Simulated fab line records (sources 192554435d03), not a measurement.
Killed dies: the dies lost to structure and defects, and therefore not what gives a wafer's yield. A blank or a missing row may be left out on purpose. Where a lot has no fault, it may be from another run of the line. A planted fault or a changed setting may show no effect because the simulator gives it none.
Which of the tools did it? / flow n5-finfet / 27 wafers from 9 lots sampled at 5 of the route's 1938 steps

== WHAT EACH GAUGE READ, for each wafer ==
N5_BEOL_M4_RC_MEAS_101. Usual: DIBL_N 36.4 mV/V, standard deviation 1.2; DIBL_P 36.1 mV/V, standard deviation 1.6; IOFF_N 0.156 nA/um, standard deviation 0.024; IOFF_P 0.21 nA/um, standard deviation 0.031; ION_N 674 uA/um, standard deviation 11; ION_P 463 uA/um, standard deviation 6.9; SS_N 71.5 mV/dec, standard deviation 0.5; SS_P 73.2 mV/dec, standard deviation 0.55; VT_N 250.0 mV, standard deviation 2.9; VT_P -250 mV, standard deviation 3.6.
lot=L216; measured=day 7 22:36; on=prober-02; DIBL_N (mV/V)=37.7 35.5 36.2; DIBL_P (mV/V)=38.4 36.8 37.6; IOFF_N (nA/um)=0.178 0.155 0.157; IOFF_P (nA/um)=0.22 0.20 0.20; ION_N (uA/um)=671 675 679; ION_P (uA/um)=462 464 464; SS_N (mV/dec)=72.2 71.2 70.8; SS_P (mV/dec)=73.5 72.9 72.7; VT_N (mV)=250.2 251.4 250.2; VT_P (mV)=-250 -251 -252; flag=
lot=L217; measured=day 7 23:52; on=prober-01; DIBL_N (mV/V)=36.0 35.7 36.9; DIBL_P (mV/V)=35.3 35.0 35.9; IOFF_N (nA/um)=0.151 0.147 0.168; IOFF_P (nA/um)=0.23 0.22 0.24; ION_N (uA/um)=682 677 679; ION_P (uA/um)=472 471 469; SS_N (mV/dec)=71.9 72.0 71.3; SS_P (mV/dec)=73.1 72.9 72.6; VT_N (mV)=250.8 251.0 247.8; VT_P (mV)=-246 -246 -245; flag=
lot=L218; measured=day 8 05:44; on=prober-01; DIBL_N (mV/V)=37.3 38.7 36.8; DIBL_P (mV/V)=38.3 39.4 37.6; IOFF_N (nA/um)=0.181 0.208 0.167; IOFF_P (nA/um)=0.23 0.24 0.21; ION_N (uA/um)=680 684 674; ION_P (uA/um)=469 464 459; SS_N (mV/dec)=72.1 72.1 72.4; SS_P (mV/dec)=73.3 73.8 73.3; VT_N (mV)=247.3 244.2 247.0; VT_P (mV)=-250 -249 -251; flag=
lot=L219; measured=day 8 06:26; on=prober-02; DIBL_N (mV/V)=35.5 35.4 37.9; DIBL_P (mV/V)=36.6 36.2 39.3; IOFF_N (nA/um)=0.160 0.146 0.207; IOFF_P (nA/um)=0.20 0.18 0.24; ION_N (uA/um)=675 661 679; ION_P (uA/um)=456 450 463; SS_N (mV/dec)=71.5 71.3 71.7; SS_P (mV/dec)=73.7 73.5 75.0; VT_N (mV)=248.2 250.2 244.5; VT_P (mV)=-252 -257 -249; flag=
lot=L225; measured=day 10 06:21; on=prober-02; DIBL_N (mV/V)=39.1 37.1 38.8; DIBL_P (mV/V)=38.8 35.5 38.1; IOFF_N (nA/um)=0.219 0.158 0.207; IOFF_P (nA/um)=0.26 0.21 0.25; ION_N (uA/um)=698 676 698; ION_P (uA/um)=476 466 471; SS_N (mV/dec)=72.2 71.5 71.7; SS_P (mV/dec)=73.5 73.5 73.9; VT_N (mV)=243.5 249.8 244.3; VT_P (mV)=-246 -249 -246; flag=
lot=L226; measured=day 10 10:08; on=prober-02; DIBL_N (mV/V)=36.3 36.3 36.1; DIBL_P (mV/V)=35.8 35.8 35.7; IOFF_N (nA/um)=0.159 0.161 0.152; IOFF_P (nA/um)=0.21 0.21 0.21; ION_N (uA/um)=687 685 668; ION_P (uA/um)=467 472 458; SS_N (mV/dec)=71.9 71.1 70.8; SS_P (mV/dec)=73.7 74.1 73.5; VT_N (mV)=249.2 248.0 249.3; VT_P (mV)=-251 -251 -250; flag=
lot=L230; measured=day 11 03:54; on=prober-02; DIBL_N (mV/V)=36.6 35.8 34.6; DIBL_P (mV/V)=35.0 34.9 33.3; IOFF_N (nA/um)=0.154 0.151 0.127; IOFF_P (nA/um)=0.19 0.18 0.17; ION_N (uA/um)=681 684 665; ION_P (uA/um)=463 460 452; SS_N (mV/dec)=71.8 71.6 71.5; SS_P (mV/dec)=73.3 73.0 73.3; VT_N (mV)=252.5 249.4 253.1; VT_P (mV)=-252 -254 -257; flag=
lot=L236; measured=day 12 20:18; on=prober-02; DIBL_N (mV/V)=34.0 34.5 34.4; DIBL_P (mV/V)=34.0 35.2 33.8; IOFF_N (nA/um)=0.129 0.134 0.120; IOFF_P (nA/um)=0.18 0.20 0.18; ION_N (uA/um)=667 670 660; ION_P (uA/um)=467 467 459; SS_N (mV/dec)=71.0 71.1 70.2; SS_P (mV/dec)=73.1 72.5 72.6; VT_N (mV)=252.9 249.4 251.6; VT_P (mV)=-249 -250 -250; flag=
lot=L239; measured=day 14 02:44; on=prober-01; DIBL_N (mV/V)=35.8 35.0 35.1; DIBL_P (mV/V)=35.8 34.4 34.8; IOFF_N (nA/um)=0.156 0.141 0.140; IOFF_P (nA/um)=0.19 0.17 0.17; ION_N (uA/um)=678 674 681; ION_P (uA/um)=464 452 464; SS_N (mV/dec)=71.4 72.0 71.5; SS_P (mV/dec)=73.8 73.3 72.8; VT_N (mV)=248.1 251.6 248.5; VT_P (mV)=-253 -255 -254; flag=

== TOOL THAT RAN EACH LOT (tool first, then ch and the chambers of the sampled wafers, then the start) ==
lot=L216; N5_BEOL_M0_SAQP_SPACER1_ALD_98=ald-sin-01 ch 1,2, day 5 18:46; N5_BEOL_M0_SAQP_ETCH_102=rie-si-01 ch 1,3, day 5 19:34; N5_BEOL_M0_SAQP_RECESS_104=vapor-etch-02 ch 0, day 5 19:41; N5_BEOL_M0_SAQP_ETCH_107=rie-diel-06 ch 0,1, day 5 20:12
lot=L217; N5_BEOL_M0_SAQP_SPACER1_ALD_98=ald-sin-02 ch 0,1,3, day 5 22:19; N5_BEOL_M0_SAQP_ETCH_102=rie-si-04 ch 0,2,3, day 5 23:07; N5_BEOL_M0_SAQP_RECESS_104=vapor-etch-01 ch 0,1, day 5 23:14; N5_BEOL_M0_SAQP_ETCH_107=rie-diel-04 ch 0,1,2, day 5 23:45
lot=L218; N5_BEOL_M0_SAQP_SPACER1_ALD_98=ald-sin-02 ch 1,2,3, day 6 03:11; N5_BEOL_M0_SAQP_ETCH_102=rie-si-04 ch 0,2, day 6 04:07; N5_BEOL_M0_SAQP_RECESS_104=vapor-etch-02 ch 0,1, day 6 04:13; N5_BEOL_M0_SAQP_ETCH_107=rie-diel-04 ch 0,1,2, day 6 04:54
lot=L219; N5_BEOL_M0_SAQP_SPACER1_ALD_98=ald-sin-02 ch 0,2,3, day 6 03:44; N5_BEOL_M0_SAQP_ETCH_102=rie-si-02 ch 0,2,3, day 6 04:33; N5_BEOL_M0_SAQP_RECESS_104=vapor-etch-01 ch 0,1, day 6 04:40; N5_BEOL_M0_SAQP_ETCH_107=rie-diel-06 ch 0,1,3, day 6 05:10
lot=L225; N5_BEOL_M0_SAQP_SPACER1_ALD_98=ald-sin-02 ch 1,2,3, day 7 18:11; N5_BEOL_M0_SAQP_ETCH_102=rie-si-04 ch 0,3, day 7 19:02; N5_BEOL_M0_SAQP_RECESS_104=vapor-etch-01 ch 0,1, day 7 19:17; N5_BEOL_M0_SAQP_ETCH_107=rie-diel-05 ch 0,1, day 7 19:50
lot=L226; N5_BEOL_M0_SAQP_SPACER1_ALD_98=ald-sin-02 ch 0,2,3, day 8 11:31; N5_BEOL_M0_SAQP_ETCH_102=rie-si-01 ch 0,3, day 8 12:20; N5_BEOL_M0_SAQP_RECESS_104=vapor-etch-02 ch 0,1, day 8 12:27; N5_BEOL_M0_SAQP_ETCH_107=rie-diel-04 ch 0,1,3, day 8 12:58
lot=L230; N5_BEOL_M0_SAQP_SPACER1_ALD_98=ald-sin-01 ch 1,2,3, day 9 01:20; N5_BEOL_M0_SAQP_ETCH_102=rie-si-04 ch 1,2,3, day 9 02:29; N5_BEOL_M0_SAQP_RECESS_104=vapor-etch-02 ch 0,1, day 9 02:36; N5_BEOL_M0_SAQP_ETCH_107=rie-diel-05 ch 0,1,3, day 9 03:10
lot=L236; N5_BEOL_M0_SAQP_SPACER1_ALD_98=ald-sin-02 ch 0,1,2, day 10 14:35; N5_BEOL_M0_SAQP_ETCH_102=rie-si-02 ch 0,1, day 10 15:34; N5_BEOL_M0_SAQP_RECESS_104=vapor-etch-01 ch 0,1, day 10 15:41; N5_BEOL_M0_SAQP_ETCH_107=rie-diel-04 ch 0,2,3, day 10 16:19
lot=L239; N5_BEOL_M0_SAQP_SPACER1_ALD_98=ald-sin-04 ch 0,2, day 11 07:29; N5_BEOL_M0_SAQP_ETCH_102=rie-si-02 ch 0,2,3, day 11 08:34; N5_BEOL_M0_SAQP_RECESS_104=vapor-etch-02 ch 1, day 11 08:41; N5_BEOL_M0_SAQP_ETCH_107=rie-diel-06 ch 2,3, day 11 09:11
- N5_BEOL_M0_SAQP_SPACER1_ALD_98: deposits SiO2, target thk 12.8 nm, pulse time 1 s, purge time 2 s.
- N5_BEOL_M0_SAQP_ETCH_102: etches SiO2 in CF4, target depth 4 nm, time 4.4 s.
- N5_BEOL_M0_SAQP_RECESS_104: chemistry HF/NH3, target SiO2, target depth 18 nm, afs cycles 3, sublimation time 60 s.
- N5_BEOL_M0_SAQP_ETCH_107: etches SiNx in CH3F/O2, target depth 30 nm.

== WHAT THE TOOLS THEMSELVES READ (means of the sampled wafers that have a number; where no wafer has one, the mark that the record gives instead) ==
N5_BEOL_M0_SAQP_SPACER1_ALD_98. Usual: heater-power-w 466 W, standard deviation 60; precursor-pulse-height-rel 0.998, standard deviation 0.018.
lot=L216; tool=ald-sin-01; heater-power-w (W)=451; precursor-pulse-height-rel=1.001; flag=
lot=L217; tool=ald-sin-02; heater-power-w (W)=462; precursor-pulse-height-rel=0.986; flag=
lot=L218; tool=ald-sin-02; heater-power-w (W)=464; precursor-pulse-height-rel=0.996; flag=
lot=L219; tool=ald-sin-02; heater-power-w (W)=473; precursor-pulse-height-rel=1.001; flag=
lot=L225; tool=ald-sin-02; heater-power-w (W)=467; precursor-pulse-height-rel=1.010; flag=
lot=L226; tool=ald-sin-02; heater-power-w (W)=468; precursor-pulse-height-rel=0.992; flag=
lot=L230; tool=ald-sin-01; heater-power-w (W)=474; precursor-pulse-height-rel=1.017; flag=
lot=L236; tool=ald-sin-02; heater-power-w (W)=493; precursor-pulse-height-rel=0.991; flag=
lot=L239; tool=ald-sin-04; heater-power-w (W)=510; precursor-pulse-height-rel=0.985; flag=

N5_BEOL_M0_SAQP_ETCH_102. Usual: bias-w 400.1 W, standard deviation 1.2; cf4-flow-sccm 79.99 sccm, standard deviation 0.24; drypump-motor-current-A 5.8 A, standard deviation 0.4; oes-product-au 1.006 a.u., standard deviation 0.018; throttle-valve-pct 21.73 %, standard deviation 0.18.
lot=L216; tool=rie-si-01; bias-w (W)=400.7; cf4-flow-sccm (sccm)=80.02; drypump-motor-current-A (A)=5.7; oes-product-au (a.u.)=1.020; throttle-valve-pct (%)=21.80; flag=
lot=L217; tool=rie-si-04; bias-w (W)=399.4; cf4-flow-sccm (sccm)=79.95; drypump-motor-current-A (A)=6.0; oes-product-au (a.u.)=1.015; throttle-valve-pct (%)=21.60; flag=
lot=L218; tool=rie-si-04; bias-w (W)=400.6; cf4-flow-sccm (sccm)=79.82; drypump-motor-current-A (A)=6.1; oes-product-au (a.u.)=1.026; throttle-valve-pct (%)=21.68; flag=
lot=L219; tool=rie-si-02; bias-w (W)=401.2; cf4-flow-sccm (sccm)=80.25; drypump-motor-current-A (A)=5.8; oes-product-au (a.u.)=1.002; throttle-valve-pct (%)=21.74; flag=
lot=L225; tool=rie-si-04; bias-w (W)=399.2; cf4-flow-sccm (sccm)=80.24; drypump-motor-current-A (A)=5.9; oes-product-au (a.u.)=1.016; throttle-valve-pct (%)=21.45; flag=
lot=L226; tool=rie-si-01; bias-w (W)=401.0; cf4-flow-sccm (sccm)=80.03; drypump-motor-current-A (A)=6.0; oes-product-au (a.u.)=1.000; throttle-valve-pct (%)=21.75; flag=
lot=L230; tool=rie-si-04; bias-w (W)=400.0; cf4-flow-sccm (sccm)=79.55; drypump-motor-current-A (A)=5.9; oes-product-au (a.u.)=1.024; throttle-valve-pct (%)=21.77; flag=
lot=L236; tool=rie-si-02; bias-w (W)=400.1; cf4-flow-sccm (sccm)=80.01; drypump-motor-current-A (A)=6.0; oes-product-au (a.u.)=0.996; throttle-valve-pct (%)=21.88; flag=
lot=L239; tool=rie-si-02; bias-w (W)=401.1; cf4-flow-sccm (sccm)=79.97; drypump-motor-current-A (A)=5.8; oes-product-au (a.u.)=1.006; throttle-valve-pct (%)=21.75; flag=

N5_BEOL_M0_SAQP_RECESS_104. Usual: drypump-motor-current-A at 6.1 A, with a standard deviation of 0.32.
lot=L216; tool=vapor-etch-02; drypump-motor-current-A (A)=6.5; flag=
lot=L217; tool=vapor-etch-01; drypump-motor-current-A (A)=6.1; flag=
lot=L218; tool=vapor-etch-02; drypump-motor-current-A (A)=6.2; flag=
lot=L219; tool=vapor-etch-01; drypump-motor-current-A (A)=6.2; flag=
lot=L225; tool=vapor-etch-01; drypump-motor-current-A (A)=6.0; flag=
lot=L226; tool=vapor-etch-02; drypump-motor-current-A (A)=6.2; flag=
lot=L230; tool=vapor-etch-02; drypump-motor-current-A (A)=5.9; flag=
lot=L236; tool=vapor-etch-01; drypump-motor-current-A (A)=6.2; flag=
lot=L239; tool=vapor-etch-02; drypump-motor-current-A (A)=5.6; flag=

N5_BEOL_M0_SAQP_ETCH_107. Usual: bias-w 73.04 W, standard deviation 0.23; drypump-motor-current-A 5.7 A, standard deviation 0.37; oes-product-au 0.76 a.u., standard deviation 0.08; rf-vpp-V 299 V, standard deviation 3.6; showerhead-plenum-p-Torr 2.01 Torr, standard deviation 0.066; throttle-valve-pct 16.45 %, standard deviation 0.21.
lot=L216; tool=rie-diel-06; bias-w (W)=73.01; drypump-motor-current-A (A)=5.8; oes-product-au (a.u.)=0.75; rf-vpp-V (V)=298; showerhead-plenum-p-Torr (Torr)=1.97; throttle-valve-pct (%)=16.42; flag=
lot=L217; tool=rie-diel-04; bias-w (W)=72.66; drypump-motor-current-A (A)=6.0; oes-product-au (a.u.)=0.73; rf-vpp-V (V)=299; showerhead-plenum-p-Torr (Torr)=2.00; throttle-valve-pct (%)=16.59; flag=
lot=L218; tool=rie-diel-04; bias-w (W)=72.93; drypump-motor-current-A (A)=6.0; oes-product-au (a.u.)=0.74; rf-vpp-V (V)=300; showerhead-plenum-p-Torr (Torr)=1.99; throttle-valve-pct (%)=16.59; flag=
lot=L219; tool=rie-diel-06; bias-w (W)=72.99; drypump-motor-current-A (A)=5.6; oes-product-au (a.u.)=0.73; rf-vpp-V (V)=299; showerhead-plenum-p-Torr (Torr)=2.02; throttle-valve-pct (%)=16.33; flag=
lot=L225; tool=rie-diel-05; bias-w (W)=72.96; drypump-motor-current-A (A)=5.8; oes-product-au (a.u.)=0.72; rf-vpp-V (V)=299; showerhead-plenum-p-Torr (Torr)=2.02; throttle-valve-pct (%)=16.67; flag=
lot=L226; tool=rie-diel-04; bias-w (W)=73.05; drypump-motor-current-A (A)=5.5; oes-product-au (a.u.)=0.76; rf-vpp-V (V)=298; showerhead-plenum-p-Torr (Torr)=2.01; throttle-valve-pct (%)=16.53; flag=
lot=L230; tool=rie-diel-05; bias-w (W)=72.91; drypump-motor-current-A (A)=5.7; oes-product-au (a.u.)=0.74; rf-vpp-V (V)=298; showerhead-plenum-p-Torr (Torr)=1.97; throttle-valve-pct (%)=16.46; flag=
lot=L236; tool=rie-diel-04; bias-w (W)=77.94; drypump-motor-current-A (A)=5.7; oes-product-au (a.u.)=0.85; rf-vpp-V (V)=311; showerhead-plenum-p-Torr (Torr)=1.96; throttle-valve-pct (%)=16.50; flag=OFF
lot=L239; tool=rie-diel-06; bias-w (W)=73.11; drypump-motor-current-A (A)=5.4; oes-product-au (a.u.)=0.72; rf-vpp-V (V)=303; showerhead-plenum-p-Torr (Torr)=2.07; throttle-valve-pct (%)=16.36; flag=

== THE ANSWER, worked out from the rows above alone ==
Rule: take the mean of a lot's wafers that have a number; if it is more than 3 standard deviations from the usual mean, the lot is off. A lot without any number at a reading at which 4 lots or more have one is off too. The other lots that the step has rows for count as sound. After the gauges, taken in route order, come the tools' own readings; for these a lot's mean is taken, as printed above. At the first step where some lot is off, the reading lying furthest off is the one used; lots without a number count as furthest.
Off: L236 (N5_BEOL_M0_SAQP_ETCH_107, bias-w).
A tool fits if, at that step or a process step before it, it ran every lot that is off, and no sound lot after the first of them. Can't be told from this: 3 tools fit, ald-sin-02 at N5_BEOL_M0_SAQP_SPACER1_ALD_98, vapor-etch-01 at N5_BEOL_M0_SAQP_RECESS_104, rie-diel-04 at N5_BEOL_M0_SAQP_ETCH_107.

== WHAT WAS PUT IN BY THE SIMULATOR ==
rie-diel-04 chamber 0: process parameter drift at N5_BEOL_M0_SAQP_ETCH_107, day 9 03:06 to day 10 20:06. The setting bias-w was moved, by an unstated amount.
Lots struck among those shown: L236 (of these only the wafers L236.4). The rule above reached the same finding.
